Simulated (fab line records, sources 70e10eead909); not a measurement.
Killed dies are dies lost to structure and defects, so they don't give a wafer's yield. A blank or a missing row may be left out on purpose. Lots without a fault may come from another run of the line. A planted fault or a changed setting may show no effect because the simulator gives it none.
fab line records | flow nand_harc
record lots=13 wafers=39 last_day=33
route steps=1302 shown A_WL_FILL@960 A_BONDPAD@1223 THIN_TSV@1271 END@1302
lots that met no fault: from a run of the same line without faults
start_h: hours from the record's first day to the start of the lot's first wafer shown | wait_h: hours since the lot's step before | " the same as in the row above | L1.1+2: a row that stands for several wafers | - no value, or no start given | * or withheld: withheld | < > ~ a bound
route shown NAME@n: a module of which the file shows steps, and the number in the route of the first | usual: mean/standard deviation of fault-free wafers | same: alike in all rows | chamber/n: place in a boat | sites: the reading at each site | _std_site: their standard deviation | _edge_site: outer sites' mean less inner sites' | radius_mm: how far each site lies from the wafer's centre | mask NAME#n: copy n | behind: the tool/chamber that last shaped the wafer | hold: why the lot was held/for how many hours/how that ended | device: the transistor (n, p or np) that didn't switch | end of line: the same wafers' tests at the end of the route | a step without rows: its recipe alone | killed: dies lost to structure and defects at the first sort, not the wafer's yield | map: a wafer's dies, x killed, . not, _ none there
set.NAME: the setting as run; set.NAME@STEP: as run at that earlier step | model.NAME: the simulator's own value behind a step, which no gauge read
steps of the route over a sample of lots; a table a step, a row a wafer
services: from which hour (start_h, from the record's first day; less than 0 if before it) a tool's chamber was out of use, for how many hours, and why
## steps
# step NHARC_A_WL_FILL_STRIP_28
# recipe time_s=1200 temp_c=72.5 chemistry=post_etch_residue_remover
# columns lot.wafer tool chamber start_h wait_h
L931.4+3+6 wet_bench-02 2,4,6 462.64 0.1
L932.2+4+5 wet_bench-04 2,3,5 463.05 0.2
L933.1+4+5 wet_bench-04 6,7,0 494.06 0.2
L938.4+6+1 wet_bench-02 1,4,5 536.05 0.1
L939.4+3+1 wet_bench-02 7,0,1 544.43 0.1
L943.2+5+6 wet_bench-04 7,0,4 597.75 0.2
L945.2+1+4 wet_bench-02 3,5,6 616.90 0.1
L946.6+4+3 wet_bench-02 6,7,0 630.51 0.1
L949.1+4+5 wet_bench-09 5,7,0 645.95 0.1
L950.4+5+6 wet_bench-04 1,2,4 672.14 0.1
L952.1+6+4 wet_bench-09 2,5,7 676.68 0.2
L953.6+5+4 wet_bench-04 7,2,3 689.93 0.1
L954.4+2+6 wet_bench-02 2,3,4 695.70 0.1
# step NHARC_A_BONDPAD_ETCH_24
# recipe target_depth_a=300 over_etch_frac=0.3 time_s=72.99 ion_energy_ev=150 cf4_flow_sccm=50 n2_flow_sccm=100 ar_flow_sccm=150 rf_w=300 bias_w=100 chemistry=CF4/N2
# usual chamber_pressure_mTorr=29.996/0.026 drypump_motor_current_A=5.7/0.46 oes_product_au=1.001/0.0096 rf_fwd_power_W=297.8/1.1 rf_vpp_V=314.3/2.3 showerhead_plenum_p_Torr=2.63/0.13 throttle_valve_pct=19.793/0.0079
# columns lot.wafer tool chamber start_h wait_h chamber_pressure_mTorr drypump_motor_current_A oes_product_au rf_fwd_power_W rf_hours_counter_h rf_vpp_V showerhead_plenum_p_Torr throttle_valve_pct
L932.2 rie_diel-08 3 - - 29.977 6.0 1.004 297.5 4 317.1 2.73 19.790
L932.4 " 0 " " 30.022 4.8 0.992 299.1 5 318.4 2.82 19.793
L932.5 " 0 " " 30.048 4.8 0.991 298.6 - 318.6 2.82 19.802
L931.4 rie_diel-11 1 - - 29.966 5.5 0.995 299.2 29 315.9 2.76 19.785
L931.3 " 2 " " 29.995 6.1 0.986 296.3 31 311.5 2.56 19.798
L931.6 " 3 " " 30.030 5.1 0.990 298.8 - 313.0 2.50 19.795
L933.1 rie_diel-08 2 - - 29.994 5.9 1.005 295.8 0 313.7 2.54 19.792
L933.4 " 3 " " 29.987 6.0 0.995 299.1 1 315.4 2.73 19.793
L933.5 " 2 " " 30.029 5.9 0.992 297.4 - 314.1 2.54 19.783
L938.4 rie_diel-07 2 - - 29.983 5.7 1.022 298.4 22 311.8 2.51 19.793
L938.1 " 3 " " 30.003 5.4 1.003 296.3 19 312.0 2.50 19.795
L938.6 " 2 " " 30.019 5.7 1.021 299.0 - 311.8 2.51 19.780
L939.3 rie_diel-07 0 - - 30.033 5.8 1.009 297.8 19 311.0 2.45 19.786
L939.1 " 1 " " 29.972 5.5 1.004 298.6 15 316.2 2.75 19.799
L939.4 " 3 " " 29.926 5.5 1.007 295.3 19 312.1 2.50 19.800
L943.2 rie_diel-11 1 - - 29.997 5.5 0.996 297.2 23 314.6 2.73 19.794
L943.6 " 2 " " 29.948 6.1 0.993 296.0 - 311.5 2.54 19.801
L943.5 " 3 " " 30.002 5.1 0.999 296.2 - 311.1 2.48 19.803
L945.1 rie_diel-08 3 - - 30.001 6.0 1.008 299.0 3 315.5 2.73 19.792
L945.2 " 0 " " 29.977 4.8 0.992 297.9 4 316.8 2.82 19.807
L945.4 " 1 " " 30.008 6.3 1.005 297.7 3 315.2 2.65 19.786
L946.3 rie_diel-08 0 - - 29.972 4.8 0.981 297.7 4 316.5 2.82 19.793
L946.4 " 1 " " 30.007 6.3 0.995 297.6 3 315.9 2.65 19.795
L946.6 " 2 " " 29.995 5.9 0.989 296.0 - 312.0 2.53 19.798
L949.1 rie_diel-08 3 - - 29.985 6.0 1.004 298.7 4 315.5 2.73 19.791
L949.4 " 2 " " 30.009 5.9 1.007 296.4 4 312.6 2.54 19.781
L949.5 " 0 " " 29.919 4.7 0.994 298.8 - 317.8 2.82 19.800
L950.4 rie_diel-08 1 - - 29.978 6.3 0.999 298.7 0 315.1 2.65 19.786
L950.5 " 0 " " 29.958 4.8 0.990 297.5 - 316.9 2.82 19.797
L950.6 " 1 " " 30.006 6.3 1.011 297.3 - 314.7 2.65 19.798
L952.4 rie_diel-07 0 - - 29.962 5.8 0.998 297.1 6 311.7 2.45 19.814
L952.1 " 2 " " 29.997 5.7 0.999 296.9 5 312.5 2.51 19.799
L952.6 " 1 " " 29.957 5.5 0.994 298.5 - 315.7 2.75 19.793
L953.4 rie_diel-07 0 - - 30.001 5.9 1.001 300.6 8 310.5 2.45 19.797
L953.5 " 3 " " 29.998 5.4 0.986 299.0 - 312.2 2.49 19.804
L953.6 " 0 " " 29.943 5.9 1.004 296.1 - 311.3 2.45 19.795
L954.2 rie_diel-11 2 - - 30.015 6.1 0.986 296.2 53 312.4 2.53 19.794
L954.4 " 1 " " 30.016 5.6 1.003 299.9 59 315.4 2.72 19.801
L954.6 " 2 " " 29.993 6.1 0.984 295.6 - 311.6 2.53 19.791
# step NHARC_THIN_TSV_PRE_CLEAN_50
# recipe time_s=30 temp_c=280 gas=H2/He
# usual heater_power_w=407/56
# columns lot.wafer tool chamber start_h wait_h heater_power_w
L932.2 pvd_sputter-02 - - - 407
L932.4 " - " " 318
L932.5 " - " " 428
L931.3 pvd_sputter-01 - - - 340
L931.4 " - " " 407
L931.6 " - " " 519
L933.1 pvd_sputter-02 - - - 323
L933.4 " - " " 442
L933.5 " - " " 417
L938.4 pvd_sputter-02 - - - 322
L938.1 " - " " 441
L938.6 " - " " 325
L939.4 pvd_sputter-02 - - - 393
L939.3 " - " " 323
L939.1 " - " " 444
L943.2 pvd_sputter-03 - - - 409
L943.6 " - " " 406
L943.5 " - " " 476
L945.2 pvd_sputter-01 - - - 351
L945.4 " - " " 355
L945.1 " - " " 347
L946.4 pvd_sputter-03 - - - 416
L946.3 " - " " 405
L946.6 " - " " 418
L949.4 pvd_sputter-01 - - - 488
L949.1 " - " " 355
L949.5 " - " " 350
L950.4 pvd_sputter-03 - - - 399
L950.5 " - " " 421
L950.6 " - " " 464
L952.1 pvd_sputter-02 - - - 316
L952.4 " - " " 395
L952.6 " - " " 460
L953.4 pvd_sputter-01 - - - 385
L953.6 " - " " 363
L953.5 " - " " 324
L954.4 pvd_sputter-03 - - - 417
L954.2 " - " " 489
L954.6 " - " " 423
# step NHARC_END_SORT_01
# recipe temp_c=25
# usual killed_at_array=56/18 killed_at_other=1.4/1.5 killed_at_periphery=4/3.1 killed_dies=61/19 killed_open=3.5/1.8 killed_short=2.4/1.4
# same gross_dies=677
# columns lot.wafer tool chamber start_h wait_h killed_at_array killed_at_other killed_at_periphery killed_dies killed_open killed_short
L943.2 prober-01 0 709.54 2.8 75 0 5 80 3 2
L943.5 prober-01 0 711.92 3.7 131 0 3 134 2 5
L943.6 prober-01 0 712.71 4.0 80 0 3 83 3 4
# killed by level:class
L943.2 A_CHANNEL_HOLE_D1:chamber_film_flake=34 A_SLIT:chamber_film_flake=32 P_ZERO_WELL:chamber_film_flake=2 A_STAIRCASE:chamber_film_flake=2 P_M0:geometric_particle:open=1 P_M0:geometric_particle:short=1 A_ONON_D1:geometric_particle:short=1 A_ONON_D1:geometric_particle:open=1
L943.5 A_WL_FILL:unspecified=79 A_CHANNEL_HOLE_D1:chamber_film_flake=31 A_SLIT:chamber_film_flake=12 A_DECK1_JOINT:geometric_particle:short=2 P_M0:geometric_particle:short=1 P_M2:geometric_particle:short=1 A_STAIRCASE:geometric_particle:open=1 A_WL_FILL:geometric_particle:short=1
L943.6 A_CHANNEL_HOLE_D1:chamber_film_flake=35 A_SLIT:chamber_film_flake=30 A_WL_FILL:chamber_film_flake=6 P_M0:geometric_particle:short=1 A_SOURCE_PLATE:geometric_particle:short=1 A_CHANNEL_HOLE_D1:geometric_particle:short=1 A_ONON_D2:geometric_particle:open=1 A_CHANNEL_HOLE_D2:geometric_particle:short=1
## services
# columns tool chamber start_h hours kind
rie_diel-08 2 439.03 7.0 repair
pvd_sputter-02 - 460.00 10.0 pm
rie_diel-08 0 464.14 3.6 repair
rie_diel-07 - 471.32 9.0 pm
pvd_sputter-02 - 472.96 1.3 repair
pvd_sputter-01 - 515.91 2.9 repair
pvd_sputter-03 - 526.00 10.0 pm
rie_diel-07 1 535.80 6.2 repair
rie_diel-08 - 544.80 9.0 pm
pvd_sputter-02 - 565.36 3.0 repair
wet_bench-04 - 579.20 8.0 pm
pvd_sputter-02 - 591.73 17.8 repair
wet_bench-02 - 596.00 8.0 pm
rie_diel-08 3 623.94 3.1 repair
rie_diel-08 1 634.71 13.2 repair
pvd_sputter-02 - 638.00 10.0 pm
wet_bench-04 - 649.26 5.2 repair
wet_bench-04 - 661.22 3.1 repair
rie_diel-08 3 680.39 5.8 repair
pvd_sputter-02 - 697.04 2.9 repair
rie_diel-08 - 721.80 9.0 pm
rie_diel-08 0 738.98 54.6 repair
wet_bench-04 - 755.20 8.0 pm
wet_bench-02 - 772.00 8.0 pm
## key
first_sign step=NHARC_END_SORT_01 reading=killed_at_array direction=up sigmas=4.1 usual=56 struck=131
effect step=NHARC_END_SORT_01 reading=killed_dies direction=up sigmas=3.8 usual=61 struck=134
more_kills_born_at NHARC_A_WL_FILL_STRIP_28@wet_bench-04=79
met_at NHARC_A_WL_FILL_STRIP_28
struck_lots L943
struck_wafers L943.5
tester_left_out L943
not_acting_at NHARC_A_BONDPAD_ETCH_24,NHARC_THIN_TSV_PRE_CLEAN_50
onset_between 494.06 597.75
fault kind=chamber_particle_source tool=wet_bench-04 chamber=0 onset_h=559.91 steps=NHARC_A_WL_FILL_STRIP_28 rate_per_visit_cm2=0.91967 end_h=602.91
# tester_left_out: of these lots the tester's yield and bins aren't shown, on N5 and GAA mostly nor the transistor test; their killed dies are dies lost to structure and defects alone, not to doping, threshold or leakage, so they don't give the yield
